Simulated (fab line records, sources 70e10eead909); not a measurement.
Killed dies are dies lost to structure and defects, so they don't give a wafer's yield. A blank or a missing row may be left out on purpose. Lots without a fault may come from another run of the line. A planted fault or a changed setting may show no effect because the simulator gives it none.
Problem report in the 8D (eight disciplines) form, filled by code | flow nand_harc | the parts of the form that need people (team, actions taken, sign-off) are left out

1. THE PROBLEM
killed_at_array at NHARC_END_SORT_01 reads a mean of 160 on 6 wafers of 2 lots; wafers without a fault read 53 with a standard deviation of 18. That is +5.9 standard deviations from the usual mean.
First seen on wafer L706.1, day 30 09:52, on prober-01. The record holds 6 wafers of 2 lots with a number at this step. Rule for "out", or "out of limits": more than 4 standard deviations from the usual mean. The other wafers with a number count as sound.

2. WHAT IT IS AND WHAT IT IS NOT
question                    | is                           | is not
which readings at this step | killed_at_array, killed_dies | killed_at_other, killed_at_periphery, killed_open
which lots                  | L706, L709                   | -
which wafers of those lots  | all that have a number       | -
read on which gauges        | prober-01                    | -
when                        | from day 30 09:52            | up to then (0 sound wafers)

3. SUSPECTS, AND WHAT RULES EACH OUT
Counting: a tool at a process step up to the reading stays a suspect if it ran every lot that is out and no sound lot after the first of them.
- the gauge at NHARC_END_SORT_01: kept. All the wafers that are out were read on prober-01, and no step on other tools shows them out.
- pecvd-04 at NHARC_A_STAIRCASE_DEP_322 (deposits SiO2, target thk 7200 nm): kept. It ran every lot that is out, first L706 (day 24 05:46), and no sound lot after that.
Left after counting: pecvd-04 at NHARC_A_STAIRCASE_DEP_322, prober-01 at NHARC_END_SORT_01.

4. THE CAUSE (what the simulator had put in)
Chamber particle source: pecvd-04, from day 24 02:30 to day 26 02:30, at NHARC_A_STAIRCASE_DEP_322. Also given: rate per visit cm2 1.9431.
Counting left 2 suspects, and this tool is among them.

5. THE CHAIN OF EFFECTS, in route order
Each row: a reading whose mean over the struck wafers that have a number lies more than 3 standard deviations from the usual. Only readings for which the record gives a usual standard deviation are gone through. hours: the time from each lot's start at the first step in this table that gives one to its start at this step, as a median over the lots. sigmas: the change in usual standard deviations.
hours | step              | reading         | usual | on struck wafers | change | sigmas
0     | NHARC_END_SORT_01 | killed_at_array | 53    | 160              | +107   | +5.9
0     | NHARC_END_SORT_01 | killed_dies     | 58    | 162              | +104   | +5.8

6. WHAT WOULD HAVE CAUGHT IT SOONER
In this record the first reading out of limits at a measuring or inspecting step was taken at day 30 09:52, 151 hours after the fault began at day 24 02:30.
Of the tool readings at NHARC_A_STAIRCASE_DEP_322 for which the record gives a usual standard deviation, none was out on any struck wafer, so an alarm limit of 4 standard deviations on them would not have fired.
All the lots that are out (2) had begun NHARC_A_STAIRCASE_DEP_322 on pecvd-04 by day 30 09:52. A hold on the tool at that time would have spared none of them.
